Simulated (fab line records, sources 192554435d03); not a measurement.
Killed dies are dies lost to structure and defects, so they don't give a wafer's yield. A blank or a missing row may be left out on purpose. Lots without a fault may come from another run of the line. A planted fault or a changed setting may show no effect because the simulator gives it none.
fab line records | flow n5_finfet
record lots=9 wafers=27 last_day=19
route steps=1938 shown SD_EPI_N@273 SD_EPI_P@311 BEOL_M4@1111 PASSIVATION@1936
lots that met no fault: from a run of the same line without faults
start_h: hours from the record's first day to the start of the lot's first wafer shown | wait_h: hours since the lot's step before | " the same as in the row above | L1.1+2: a row that stands for several wafers | - no value, or no start given | * or withheld: withheld | < > ~ a bound
route shown NAME@n: a module of which the file shows steps, and the number in the route of the first | usual: mean/standard deviation of fault-free wafers | same: alike in all rows | chamber/n: place in a boat | sites: the reading at each site | _std_site: their standard deviation | _edge_site: outer sites' mean less inner sites' | radius_mm: how far each site lies from the wafer's centre | mask NAME#n: copy n | behind: the tool/chamber that last shaped the wafer | hold: why the lot was held/for how many hours/how that ended | device: the transistor (n, p or np) that didn't switch | end of line: the same wafers' tests at the end of the route | a step without rows: its recipe alone | killed: dies lost to structure and defects at the first sort, not the wafer's yield | map: a wafer's dies, x killed, . not, _ none there
set.NAME: the setting as run; set.NAME@STEP: as run at that earlier step | model.NAME: the simulator's own value behind a step, which no gauge read
steps of the route over a sample of lots; a table a step, a row a wafer
services: from which hour (start_h, from the record's first day; less than 0 if before it) a tool's chamber was out of use, for how many hours, and why
## steps
# step N5_SD_EPI_N_DESCUM_14
# recipe chemistry=O2 time_s=7.9 source_power_w=50 bias_power_w=20 pressure_mtorr=20 rf_frequency_hz=2.712e+07 temp_c=40 resist=CAR-ArF-block o2_flow_sccm=225
# usual drypump_motor_current_A=5.8/0.46 oes_product_au=0.76/0.094 rf_vpp_V=243.7/1.4 showerhead_plenum_p_Torr=2.12/0.079 throttle_valve_pct=20.43/0.16
# columns lot.wafer tool chamber start_h wait_h drypump_motor_current_A oes_product_au rf_hours_counter_h rf_vpp_V showerhead_plenum_p_Torr throttle_valve_pct
L138.1 rie_diel-01 1 65.96 0.0 5.9 0.68 231 242.3 1.98 20.28
L138.3 " 3 " " 6.0 0.80 92 242.3 2.12 20.35
L138.4 " 0 " " 5.5 0.71 207 245.0 2.16 20.46
L139.1 rie_diel-02 3 73.10 0.3 6.7 0.75 174 242.0 2.09 20.68
L139.2 " 2 " " 6.3 0.92 27 244.9 2.23 20.20
L139.3 " 0 " " 5.3 0.68 228 244.7 2.15 20.81
L142.1 rie_diel-01 3 90.35 0.1 6.0 0.80 99 243.1 2.12 20.35
L142.2 " 2 " " 5.2 0.71 198 244.1 2.17 20.59
L142.6 " 0 " " 5.4 0.70 - 243.7 2.16 20.45
L145.1 rie_diel-01 0 106.07 0.0 5.5 0.70 221 243.6 2.16 20.46
L145.4 " 2 " " 5.1 0.71 205 245.2 2.16 20.61
L145.6 " 0 " " 5.5 0.70 - 244.7 2.16 20.46
L147.4 rie_diel-03 3 128.80 0.2 5.5 0.69 - 243.5 2.15 20.51
L147.5 " 1 " " 5.8 0.69 - 240.9 1.97 20.49
L147.6 " 2 " " 6.6 0.89 - 243.8 2.22 20.27
L149.1 rie_diel-02 3 133.47 0.1 6.7 0.72 195 243.6 2.08 20.70
L149.3 " 2 " " 6.2 0.88 49 244.4 2.22 20.22
L149.6 " 2 " " 6.2 0.89 - 243.9 2.22 20.23
L155.2 rie_diel-01 2 162.94 0.7 5.2 0.70 230 244.9 2.15 20.64
L155.4 " 0 " " 5.5 0.68 246 244.5 2.15 20.50
L155.5 " 3 " " 6.0 0.77 - 242.8 2.11 20.39
L157.2 rie_diel-03 1 176.12 0.0 5.8 0.67 249 242.1 1.96 20.53
L157.3 " 2 " " 6.6 0.87 54 243.6 2.21 20.28
L157.6 " 0 " " 5.6 0.96 - 243.4 2.14 20.23
L158.3 rie_diel-02 3 185.05 0.0 6.7 0.71 219 243.0 2.07 20.76
L158.4 " 2 " " 6.3 0.85 - 245.4 2.21 20.27
L158.6 " 0 " " 5.3 0.93 - 243.9 2.14 20.51
# step N5_SD_EPI_N_VAPOR_ETCH_50
# recipe chemistry=HCl target=Si temp_c=775 time_s=54 pressure_torr=20 mode=isotropic
# usual throttle_valve_pct=11.82/0.17
# columns lot.wafer tool chamber start_h wait_h throttle_valve_pct
L138.1 epi_rpcvd-02 0 67.66 0.3 11.98
L138.3 " 0 " " 11.98
L138.4 " 0 " " 11.76
L139.1 epi_rpcvd-01 0 74.73 0.4 11.94
L139.2 " 0 " " 12.01
L139.3 " 0 " " 12.29
L142.1 epi_rpcvd-02 0 91.84 0.3 11.71
L142.2 " 0 " " 11.71
L142.6 " 0 " " 12.02
L145.1 epi_rpcvd-03 0 107.91 0.3 11.40
L145.4 " 0 " " 11.52
L145.6 " 0 " " 11.46
L147.4 epi_rpcvd-03 0 130.39 0.2 11.66
L147.5 " 0 " " 11.57
L147.6 " 0 " " 12.07
L149.1 epi_rpcvd-03 0 135.08 0.3 11.56
L149.3 " 0 " " 11.96
L149.6 " 0 " " 12.02
L155.2 epi_rpcvd-01 0 164.47 0.3 12.06
L155.4 " 0 " " 11.99
L155.5 " 0 " " 11.58
L157.2 epi_rpcvd-01 0 177.77 0.4 11.87
L157.3 " 0 " " 11.84
L157.6 " 0 " " 11.99
L158.3 epi_rpcvd-01 0 186.74 0.3 11.62
L158.4 " 0 " " 11.83
L158.6 " 0 " " 11.85
# step N5_SD_EPI_P_ETCH_47
# recipe chemistry=CH3F/O2 target=SiOCN target_depth_a=250 mask_material=SOC ion_energy_ev=60 bias_w=29 pressure_mtorr=30 source_w=410 Ar_flow_sccm=150 CH3F_flow_sccm=30 O2_flow_sccm=20
# usual bias_w=28.99/0.089 drypump_motor_current_A=6.0/0.38 oes_product_au=0.77/0.065 rf_vpp_V=127.7/1.6 showerhead_plenum_p_Torr=1.98/0.07 throttle_valve_pct=16.38/0.19
# columns lot.wafer tool chamber start_h wait_h bias_w drypump_motor_current_A oes_product_au rf_hours_counter_h rf_vpp_V showerhead_plenum_p_Torr throttle_valve_pct
L138.1 rie_diel-05 0 71.13 0.1 29.01 5.9 0.74 157 130.0 2.08 16.60
L138.3 " 1 " " 28.82 5.6 0.75 154 128.4 2.07 16.07
L138.4 " 2 " " 28.93 5.1 0.85 63 127.3 2.02 16.35
L139.1 rie_diel-06 0 78.81 0.1 28.84 6.1 0.80 114 129.7 2.01 16.41
L139.2 " 2 " " 28.98 6.2 0.71 184 129.7 2.07 16.59
L139.3 " 3 " " 29.07 6.2 0.81 102 127.3 2.03 16.49
L142.1 rie_diel-04 2 95.95 0.1 28.85 6.2 0.70 230 127.8 1.97 16.31
L142.2 " 0 " " 28.99 5.9 0.78 122 127.6 1.92 16.05
L142.6 " 1 " " 28.95 5.3 0.81 - 126.5 1.95 16.17
L145.1 rie_diel-06 3 111.46 0.1 29.01 6.2 0.80 115 128.7 2.02 16.52
L145.4 " 0 " " 29.00 6.2 0.79 126 131.4 2.00 16.44
L145.6 " 0 " " 29.00 6.2 0.78 - 129.8 2.00 16.47
L147.4 rie_diel-06 0 133.97 0.1 28.96 6.1 0.79 133 131.0 2.00 16.47
L147.5 " 2 " " 29.03 6.2 0.71 - 129.4 2.07 16.62
L147.6 " 3 " " 28.87 6.2 0.80 - 128.3 2.02 16.52
L149.1 rie_diel-04 2 138.42 0.1 29.06 6.2 0.69 243 127.5 1.97 16.33
L149.3 " 3 " " 29.17 6.4 0.78 125 125.1 1.85 16.45
L149.6 " 2 " " 29.08 6.2 0.69 - 129.1 1.97 16.33
L155.2 rie_diel-06 3 167.78 0.1 29.00 6.2 0.78 132 128.6 2.02 16.55
L155.4 " 2 " " 29.03 6.2 0.68 215 129.7 2.06 16.64
L155.5 " 2 " " 28.99 6.2 0.69 - 128.3 2.06 16.64
L157.2 rie_diel-06 0 181.99 0.1 29.06 6.1 0.77 146 130.5 2.00 16.49
L157.3 " 3 " " 29.03 6.2 0.78 136 127.6 2.01 16.55
L157.6 " 0 " " 29.05 6.1 0.77 - 129.1 2.00 16.49
L158.3 rie_diel-06 3 190.73 0.1 29.02 6.2 0.77 139 127.8 2.01 16.58
L158.4 " 0 " " 28.99 6.1 0.76 149 129.9 2.00 16.49
L158.6 " 1 " " 29.04 6.1 0.89 - 126.5 2.04 16.44
# step N5_SD_EPI_P_EPI_21
# recipe material=SiGe:B dopant=B temp_c=550 pressure_torr=20 ambient=H2 time_s=355
# columns lot.wafer tool chamber start_h wait_h
L138.1+3+4 epi_rpcvd-04 0 71.97 0.1
L139.1+2+3 epi_rpcvd-03 0 79.64 0.1
L142.1+2+6 epi_rpcvd-04 0 96.83 0.1
L145.1+4+6 epi_rpcvd-04 0 112.30 0.1
L147.4+5+6 epi_rpcvd-04 0 136.50 1.5
L149.1+3+6 epi_rpcvd-04 0 139.37 0.2
L155.2+4+5 epi_rpcvd-02 0 168.98 0.5
L157.2+3+6 epi_rpcvd-03 0 183.42 0.6
L158.3+4+6 epi_rpcvd-03 0 192.65 1.1
# step N5_SD_EPI_P_EPI_MEAS_23
# recipe mode=xrd
# usual thk_nm=61.1/1.3
# columns lot.wafer tool chamber start_h wait_h thk_nm
L138.1 film_metro-02 - 74.18 1.9 62.3
L138.3 " - " " 60.2
L138.4 " - " " 59.5
L139.1 film_metro-02 - 81.85 1.9 59.6
L139.2 " - " " 58.4
L139.3 " - " " 62.6
L142.1 film_metro-01 - 99.02 1.8 62.6
L142.2 " - " " 62.1
L142.6 " - " " 61.1
L145.1 film_metro-01 - 114.50 1.8 63.7
L145.4 " - " " 61.6
L145.6 " - " " 59.9
L147.4 film_metro-01 - 137.99 1.0 55.1
L147.5 " - " " 53.1
L147.6 " - " " 54.9
L149.1 film_metro-02 - 142.29 2.4 54.7
L149.3 " - " " 55.3
L149.6 " - " " 56.0
L155.2 film_metro-02 - 170.83 1.5 61.3
L155.4 " - " " 61.0
L155.5 " - " " 60.4
L157.2 film_metro-02 - 185.86 2.0 60.7
L157.3 " - " " 62.0
L157.6 " - " " 62.8
L158.3 film_metro-01 - 194.61 1.5 61.0
L158.4 " - " " 61.4
L158.6 " - " " 60.8
# step N5_BEOL_M4_RC_MEAS_101
# usual DIBL_N=36.1/1.4 DIBL_P=36.3/1.4 IOFF_N=0.154/0.021 IOFF_P=0.21/0.032 ION_N=670/8.1 ION_P=461/7 SS_N=71.4/0.49 SS_P=73.3/0.5 VT_N=250.4/2.6 VT_P=-250/3.7
# columns lot.wafer tool chamber start_h wait_h DIBL_N[mV/V] DIBL_P[mV/V] IOFF_N[nA/um] IOFF_P[nA/um] ION_N[uA/um] ION_P[uA/um] SS_N[mV/dec] SS_P[mV/dec] VT_N[mV] VT_P[mV]
L138.1 prober-01 0 205.64 0.0 36.2 36.9 0.161 0.19 672 455 70.7 73.9 249.6 -253
L138.3 " 0 " " 36.6 38.1 0.170 0.21 673 459 71.9 74.1 250.5 -256
L138.4 " 0 " " 38.0 40.1 0.195 0.25 679 464 71.2 73.9 248.4 -248
L139.1 prober-01 0 208.65 0.0 35.9 35.7 0.133 0.21 672 469 70.8 72.8 254.0 -249
L139.2 " 0 " " 34.8 33.5 0.114 0.18 657 464 70.9 72.1 257.3 -254
L139.3 " 0 " " 37.2 36.3 0.153 0.22 672 464 70.8 73.4 250.8 -248
L142.1 prober-01 0 221.92 0.0 36.3 36.4 0.141 0.20 665 460 71.5 73.5 251.3 -251
L142.2 " 0 " " 37.9 38.5 0.176 0.24 677 463 72.1 74.1 246.2 -249
L142.6 " 0 " " 36.1 35.9 0.143 0.20 666 458 71.1 73.4 252.1 -250
L145.1 prober-01 0 248.04 0.0 35.1 36.0 0.141 0.20 662 457 71.4 73.0 254.2 -249
L145.4 " 0 " " 36.4 37.5 0.166 0.22 678 466 71.6 73.6 249.0 -251
L145.6 " 0 " " 35.4 36.5 0.148 0.21 668 464 71.1 73.7 252.4 -250
L149.1 prober-01 0 260.26 0.0 34.6 35.6 0.141 0.17 676 457 71.6 73.4 252.6 -256
L149.3 " 0 " " 35.1 35.7 0.139 0.16 673 448 71.4 73.7 254.0 -257
L149.6 " 0 " " 32.7 31.8 0.103 0.12 649 439 70.6 72.3 258.4 -259
L147.4 prober-01 0 272.69 0.5 36.6 36.9 0.168 0.25 666 461 71.9 73.8 248.4 -245
L147.5 " 0 " " 35.7 36.5 0.154 0.23 666 464 71.9 73.5 250.2 -249
L147.6 " 0 " " 35.4 35.8 0.154 0.23 668 461 72.2 73.0 253.2 -250
L155.2 prober-01 0 311.47 0.2 35.0 36.6 0.127 0.17 657 458 71.6 72.9 255.0 -255
L155.4 " 0 " " 32.7 34.0 0.110 0.14 659 455 70.4 72.7 254.8 -254
L155.5 " 0 " " 33.5 34.5 0.115 0.15 650 451 71.0 72.9 254.3 -259
L157.2 prober-02 0 312.62 0.2 35.7 36.6 0.149 0.21 667 460 71.2 72.6 250.2 -249
L157.3 " 0 " " 35.4 36.2 0.144 0.20 667 463 71.3 72.9 253.2 -251
L157.6 " 0 " " 35.3 36.6 0.150 0.21 671 465 71.4 73.3 250.8 -248
L158.3 prober-01 0 339.87 0.3 38.4 39.0 0.203 0.27 669 463 72.2 74.1 247.8 -246
L158.4 " 0 " " 36.3 36.1 0.148 0.21 668 465 71.8 73.2 252.4 -250
L158.6 " 0 " " 37.2 37.6 0.176 0.25 677 469 71.7 73.3 249.6 -245
# step N5_PASSIVATION_PROBE_49
# usual defect_limited_yield=91.0/1.6 killed_at_M0_to_M3=35/11 killed_at_M4_up=14/5.1 killed_at_contacts=12/6.6 killed_at_front_end=41/12 killed_at_other=4/3 killed_dies=107/19 killed_open=70/15 killed_short=35/8.5 sort_bin_5_function=5.3/1 sort_bin_6_memory=3.4/0.73 sort_bin_8_speed=0.00/0.007 sort_n_pass=1073/19 sort_yield_pct=91.0/1.6
# same gross_dies=1180 killed_at_back_side=0 sort_bin_4_leakage[%]=0
# columns lot.wafer tool chamber start_h wait_h defect_limited_yield[%] killed_at_M0_to_M3 killed_at_M4_up killed_at_contacts killed_at_front_end killed_at_other killed_dies killed_open killed_short sort_bin_5_function[%] sort_bin_6_memory[%] sort_bin_8_speed[%] sort_n_pass sort_yield_pct[%]
L142.1 prober-01 - 322.45 0.0 91.1 39 14 13 33 6 105 78 26 5.2 3.4 0 1075 91.1
L142.2 prober-01 - 322.50 0.1 91.9 22 13 12 46 2 95 67 28 5.3 2.5 0 1085 91.9
L142.6 prober-01 - 322.70 0.3 89.3 25 16 20 60 5 126 92 32 5.8 4.7 0 1054 89.3
L155.2 prober-02 - 415.84 0.1 93.4 34 8 13 18 5 78 48 29 3.8 2.5 0 1102 93.4
L155.4 prober-02 - 415.94 0.2 92.3 38 10 7 34 2 91 58 31 4.1 3.2 0 1089 92.3
L155.5 prober-02 - 415.99 0.2 91.4 23 17 14 42 5 101 47 53 4.8 3.1 0 1079 91.4
L157.2 prober-01 - 419.79 0.1 90.3 37 28 5 40 4 114 78 33 5.5 3.5 0 1066 90.3
L157.6 prober-01 - 419.99 0.3 92.7 25 6 5 50 0 86 55 28 4.4 2.5 0 1094 92.7
# killed by level:class
L142.1 BEOL_M1:geometric_particle:open=14 MOL_CONTACT_COAG:geometric_particle:open=11 STI_FIN_REVEAL:geometric_particle:open=10 BEOL_M0:geometric_particle:open=6 FIN_SAQP:geometric_particle:short=5 BEOL_M0_SAQP:geometric_particle:open=5 GATE_CUT:geometric_particle:short=5 MIM_TOP_ETCH:geometric_particle:open=5
L142.2 MOL_CONTACT_COAG:geometric_particle:open=11 FIN_SAQP:geometric_particle:open=10 STI_FIN_REVEAL:geometric_particle:open=8 FIN_SAQP:geometric_particle:short=7 BEOL_M1:geometric_particle:open=7 STARTING-WAFER:geometric_particle:short=5 GATE_CUT:geometric_particle:open=4 BEOL_M0_SAQP:geometric_particle:open=4
L142.6 STI_FIN_REVEAL:geometric_particle:open=17 MOL_CONTACT_COAG:geometric_particle:open=14 BEOL_M2:geometric_particle:open=11 FIN_SAQP:geometric_particle:open=6 SPACER0:geometric_particle:open=6 MOL_CONTACT_COAG:geometric_particle:short=6 STI_FIN_REVEAL:geometric_particle:short=4 SPACER0:geometric_particle:short=4
L155.2 BEOL_M3:geometric_particle:open=12 MOL_CONTACT_COAG:geometric_particle:open=11 BEOL_M0_SAQP:geometric_particle:short=7 BEOL_M0_SAQP:geometric_particle:open=4 BEOL_M2:geometric_particle:open=4 BEOL_M4:geometric_particle:short=4 PASS1_CAP:geometric_particle:open=4 BEOL_M2:geometric_particle:short=3
L155.4 BEOL_M0_SAQP:geometric_particle:open=9 BEOL_M3:geometric_particle:open=9 FIN_SAQP:geometric_particle:short=8 BEOL_M0_SAQP:geometric_particle:short=8 MOL_CONTACT_COAG:geometric_particle:open=7 FIN_SAQP:geometric_particle:open=6 BEOL_M2:geometric_particle:open=5 BEOL_M4:geometric_particle:open=4
L155.5 BEOL_M0_SAQP:geometric_particle:short=12 MOL_CONTACT_COAG:geometric_particle:open=9 FIN_SAQP:geometric_particle:short=8 GATE_CUT:geometric_particle:short=7 BEOL_M0_SAQP:geometric_particle:open=6 MOL_CONTACT_COAG:geometric_particle:short=5 BEOL_M4:geometric_particle:short=5 GATE_CUT:geometric_particle:open=4
L157.2 BEOL_M4:geometric_particle:open=17 FIN_SAQP:geometric_particle:open=14 BEOL_M0_SAQP:geometric_particle:short=9 FIN_SAQP:geometric_particle:short=8 BEOL_M3:geometric_particle:open=7 BEOL_M1:geometric_particle:open=7 BEOL_M2:geometric_particle:open=6 BEOL_M0_SAQP:geometric_particle:open=4
L157.6 FIN_SAQP:geometric_particle:open=12 STI_FIN_REVEAL:geometric_particle:open=8 BEOL_M3:geometric_particle:open=7 FIN_SAQP:geometric_particle:short=6 BEOL_M1:geometric_particle:open=5 GATE_CUT:geometric_particle:short=4 MOL_CONTACT_COAG:geometric_particle:open=4 BEOL_M2:geometric_particle:open=4
## services
# columns tool chamber start_h hours kind
rie_diel-06 - 51.36 14.6 pm
rie_diel-01 2 54.40 8.8 repair
rie_diel-02 1 54.67 4.9 repair
rie_diel-03 0 57.67 8.5 repair
rie_diel-02 2 61.56 5.3 repair
epi_rpcvd-01 - 66.45 3.1 repair
rie_diel-01 - 74.15 2.8 pm
epi_rpcvd-04 - 76.46 0.5 repair
rie_diel-02 0 78.19 4.7 repair
rie_diel-02 1 80.59 1.8 repair
rie_diel-01 3 96.04 6.8 repair
epi_rpcvd-01 - 108.25 3.3 repair
epi_rpcvd-01 - 112.72 2.8 pm
epi_rpcvd-01 - 116.56 1.9 repair
rie_diel-02 - 117.35 0.2 repair
rie_diel-04 - 124.52 2.8 pm
rie_diel-06 - 124.66 0.2 repair
rie_diel-06 1 137.33 5.4 repair
rie_diel-05 2 138.48 4.3 repair
rie_diel-03 - 149.07 14.6 pm
rie_diel-06 0 155.89 3.1 repair
rie_diel-04 3 179.15 9.9 repair
rie_diel-01 - 179.51 2.4 repair
epi_rpcvd-02 - 188.14 2.8 pm
## key
first_sign step=N5_SD_EPI_P_EPI_MEAS_23 reading=thk_nm direction=down sigmas=4.9 usual=* struck=*
effect none on later readings
met_at N5_SD_EPI_P_EPI_21
struck_lots L147,L149
not_acting_at N5_SD_EPI_N_DESCUM_14,N5_SD_EPI_N_VAPOR_ETCH_50,N5_SD_EPI_P_ETCH_47
onset_between 112.30 136.50
fault kind=site_profile_drift tool=epi_rpcvd-04 chamber=- onset_h=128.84 steps=N5_SD_EPI_P_EPI_21 basis=fraction max_abs_drift=0.23829 slope_share_per_hr=52.953 site_pattern=0,0,0,0,0,-1,-1,-1,-1
